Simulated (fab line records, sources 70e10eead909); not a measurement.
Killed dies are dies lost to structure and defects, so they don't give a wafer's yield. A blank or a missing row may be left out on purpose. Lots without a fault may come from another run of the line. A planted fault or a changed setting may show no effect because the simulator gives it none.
Chamber matching | flow nand_harc | NHARC_P_BONDPAD_ACTIVATE_29 on rie_diel-06: 4 sister chambers
The step chemistry N2, time 60 s. 39 wafers are shown with their chamber, then 12 later ones without.

WAFERS WITH THEIR CHAMBER
wafer  | chamber | drypump_motor_current_A (A) | oes_product_au (a.u.) | rf_vpp_V (V)
L075.3 | 1       | 5.7                         | 0.998                 | 65.2
L075.5 | 0       | 5.0                         | 1.029                 | 63.3
L075.6 | 2       | 6.6                         | 1.001                 | 62.6
L075.1 | 0       | 5.0                         | 1.020                 | 63.8
L075.2 | 2       | 6.5                         | 1.000                 | 63.8
L075.4 | 1       | 5.7                         | 0.990                 | 65.4
L074.3 | 2       | 6.5                         | 1.014                 | 62.7
L074.4 | 0       | 5.0                         | 1.009                 | 62.1
L074.6 | 1       | 5.7                         | 1.000                 | 63.8
L076.1 | 0       | 5.0                         | 1.006                 | 63.0
L076.2 | 1       | 5.7                         | 0.994                 | 65.8
L076.5 | 1       | 5.7                         | 0.992                 | 63.9
L077.2 | 2       | 6.6                         | 1.023                 | 62.8
L077.3 | 0       | 5.0                         | 1.021                 | 63.1
L077.4 | 1       | 5.7                         | 0.992                 | 64.0
L080.1 | 3       | 5.2                         | 0.991                 | 63.9
L080.2 | 2       | 6.5                         | 1.028                 | 63.6
L080.3 | 1       | 5.7                         | 1.004                 | 64.0
L080.4 | 0       | 5.0                         | 1.018                 | 63.5
L080.5 | 2       | 6.5                         | 1.026                 | 64.4
L080.6 | 3       | 5.2                         | 1.002                 | 64.7
L081.1 | 1       | 5.7                         | 0.991                 | 63.4
L081.3 | 2       | 6.5                         | 1.028                 | 63.0
L081.6 | 2       | 6.5                         | 1.023                 | 64.1
L083.2 | 2       | 6.5                         | 1.020                 | 66.0
L083.4 | 1       | 5.6                         | 0.989                 | 63.5
L083.6 | 3       | 5.2                         | 1.011                 | 64.0
L086.1 | 0       | 5.0                         | 1.008                 | 62.5
L086.3 | 3       | 5.2                         | 1.008                 | 65.1
L086.5 | 0       | 5.0                         | 1.020                 | 63.1
L085.1 | 0       | 5.0                         | 1.014                 | 63.8
L085.2 | 1       | 5.7                         | 0.989                 | 63.6
L085.4 | 2       | 6.6                         | 1.014                 | 63.2
L088.1 | 1       | 5.6                         | 0.982                 | 64.3
L088.3 | 3       | 5.2                         | 1.010                 | 65.2
L088.5 | 0       | 5.0                         | 1.017                 | 63.9
L088.2 | 2       | 6.5                         | 1.015                 | 62.8
L088.4 | 0       | 5.0                         | 1.017                 | 64.9
L088.6 | 3       | 5.2                         | 1.003                 | 66.1

SIGNATURES (means of the wafers above)
reading                 | chamber 0 | chamber 1 | chamber 2 | chamber 3 | scatter within a chamber
drypump_motor_current_A | 5.000     | 5.682     | 6.527     | 5.200     | 0.033
oes_product_au          | 1.01627   | 0.99282   | 1.01745   | 1.00417   | 0.00766
rf_vpp_V                | 63.364    | 64.264    | 63.545    | 64.833    | 0.864
Rule: a wafer's distance from a chamber is the root of the sum, over the readings, of the square of ((its reading less the chamber's mean) divided by the reading's scatter). The wafer belongs to the nearest chamber; if the next one is less than 2 further off, it can't be placed. The scatter: the root of (the sum of the squares of (reading less its chamber's mean) over the shown wafers, divided by (wafers less chambers)).

WAFERS WITHOUT THEIR CHAMBER
wafer  | drypump_motor_current_A (A) | oes_product_au (a.u.) | rf_vpp_V (V)
L087.3 | 5.0                         | 1.023                 | 62.7
L087.5 | 5.0                         | 1.009                 | 62.7
L087.6 | 5.2                         | 0.998                 | 65.5
L091.2 | 5.7                         | 0.994                 | 64.7
L091.3 | 5.2                         | 1.007                 | 66.0
L091.4 | 5.0                         | 1.019                 | 63.9
L096.2 | 5.0                         | 1.007                 | 62.6
L096.3 | 5.7                         | 1.016                 | 64.6
L096.4 | 5.2                         | 1.012                 | 63.5
L097.2 | 6.6                         | 1.024                 | 64.1
L097.3 | 5.7                         | 1.010                 | 64.3
L097.6 | 5.0                         | 1.011                 | 64.0

WHICH CHAMBER EACH WENT THROUGH
wafer  | from the rows above | in truth
L087.3 | 0                   | 0
L087.5 | 0                   | 0
L087.6 | 3                   | 3
L091.2 | 1                   | 1
L091.3 | 3                   | 3
L091.4 | 0                   | 0
L096.2 | 0                   | 0
L096.3 | 1                   | 1
L096.4 | 3                   | 3
L097.2 | 2                   | 2
L097.3 | 1                   | 1
L097.6 | 0                   | 0
Placed correctly: 12 of 12. Can't be placed from these rows: 0. Placed wrongly: 0.
